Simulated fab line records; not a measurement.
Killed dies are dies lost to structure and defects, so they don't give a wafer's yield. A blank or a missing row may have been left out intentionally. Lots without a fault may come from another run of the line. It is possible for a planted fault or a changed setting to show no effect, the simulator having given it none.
Problem report, 8D (eight disciplines) form, completed by code || flow nand-harc || the parts of the form that need people (team, actions taken, sign-off) are left out

## 1. WHAT WENT WRONG
Wafers without a fault read 1.5 %, standard deviation 0.69; sort_bin_2_pct at NHARC_END_SORT_01 reads a mean of 96.0 % on 2 wafers belonging to 2 lots. That is +99 or more standard deviations from the usual mean.
Seen first at day 21 02:47 on prober-02, wafer L823.4. The record holds 9 wafers of 3 lots with a number at this step. By rule, "out" or "out of limits" means more than 4 standard deviations away from the usual mean. The other wafers with a number count as sound.

## 2. WHAT THIS IS AND IS NOT
{"question": "which readings at this step", "is": "sort_bin_2_pct, defect-limited-yield, killed-at-array, killed-dies, sort-n-pass, sort-rim-yield-pct, sort-yield-pct", "is not": "killed-at-periphery, killed-open, sort_bin_3_pct, sort_bin_4_pct"}
{"question": "which lots", "is": "L823, L826", "is not": "L835"}
{"question": "which wafers of those lots", "is": "L823.4, L826.4", "is not": "L823.2, L823.3, L826.3, L826.5"}
{"question": "read on which gauges", "is": "prober-01, prober-02", "is not": "-"}
{"question": "when", "is": "from day 21 02:47", "is not": "up to then (2 sound wafers); but 5 sound wafers of L826, L835 came after"}

## 3. WHAT RULES OUT EACH SUSPECT
Counting: any tool at a process step up to the reading remains a suspect provided it ran every lot that is out. Sound lots after the first of them don't rule it out here, since some wafers of a struck lot are sound.
- the gauge at NHARC_END_SORT_01 has been ruled out. 2 gauges (prober-01, prober-02) read the wafers that are out.
- pvd-sputter-02 at NHARC_A_BONDPAD_PVD_27 (deposits Cu, target thk 30 nm, time 20.49 s): kept. It ran every lot that is out, first L823 (day 19 08:43).
- pecvd-02 at NHARC_THIN_TSV_DEP_47 (deposits SiO2, target thk 200 nm): kept. It ran every lot that is out, first L823 (day 20 04:17).
- plasma-asher-02 at NHARC_THIN_TSV_STRIP_56 (strips in O2): kept. It ran every lot that is out, first L823 (day 20 08:56).
The count leaves pvd-sputter-02 at NHARC_A_BONDPAD_PVD_27, pecvd-02 at NHARC_THIN_TSV_DEP_47, and plasma-asher-02 at NHARC_THIN_TSV_STRIP_56.

## 4. THE CAUSE (what the simulator had put in)
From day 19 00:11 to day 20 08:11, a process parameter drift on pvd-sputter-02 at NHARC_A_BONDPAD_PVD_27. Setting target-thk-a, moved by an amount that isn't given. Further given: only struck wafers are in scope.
Counting leaves 3 suspects; this tool is one of them.

## 5. SEQUENCE OF EFFECTS, ordered by route
One row per reading whose mean, taken over the struck wafers that have a number, lies over 3 standard deviations from the usual. Only readings whose record carries a usual standard deviation are examined. hours: median over the lots of the time between each lot's start at the first step of this table that gives one and its start at this step. sigmas: the change, counted in usual standard deviations.
{"hours": 0, "step": "NHARC_END_SORT_01", "reading": "defect-limited-yield", "usual": "95.4 %", "on struck wafers": 0.0, "change": -95.4, "sigmas": -56}
{"hours": 0, "step": "NHARC_END_SORT_01", "reading": "killed-at-array", "usual": 27, "on struck wafers": 672, "change": "+644", "sigmas": "+59"}
{"hours": 0, "step": "NHARC_END_SORT_01", "reading": "killed-dies", "usual": 31, "on struck wafers": 677, "change": "+646", "sigmas": "+54"}
{"hours": 0, "step": "NHARC_END_SORT_01", "reading": "sort_bin_2_pct", "usual": "1.5 %", "on struck wafers": 96.0, "change": "+94.5", "sigmas": "+99 or more"}
{"hours": 0, "step": "NHARC_END_SORT_01", "reading": "sort-n-pass", "usual": 646, "on struck wafers": 0, "change": -646, "sigmas": -54}
{"hours": 0, "step": "NHARC_END_SORT_01", "reading": "sort-rim-yield-pct", "usual": "94 %", "on struck wafers": 0, "change": -94, "sigmas": -28}
{"hours": 0, "step": "NHARC_END_SORT_01", "reading": "sort-yield-pct", "usual": "95.4 %", "on struck wafers": 0.0, "change": -95.4, "sigmas": -56}

## 6. WHAT WOULD HAVE CAUGHT IT SOONER
51 hours passed between the start of the fault at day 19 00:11 and the first reading out of limits at a measuring or inspecting step in this record, taken at day 21 02:47.
An alarm limit of 4 standard deviations would not have fired on the tool readings at NHARC_A_BONDPAD_PVD_27 for which the record gives a usual standard deviation, since none of them was out on any struck wafer.
All the lots that are out (2) had begun NHARC_A_BONDPAD_PVD_27 on pvd-sputter-02 by day 21 02:47. Holding the tool at that point would not have protected any of them.
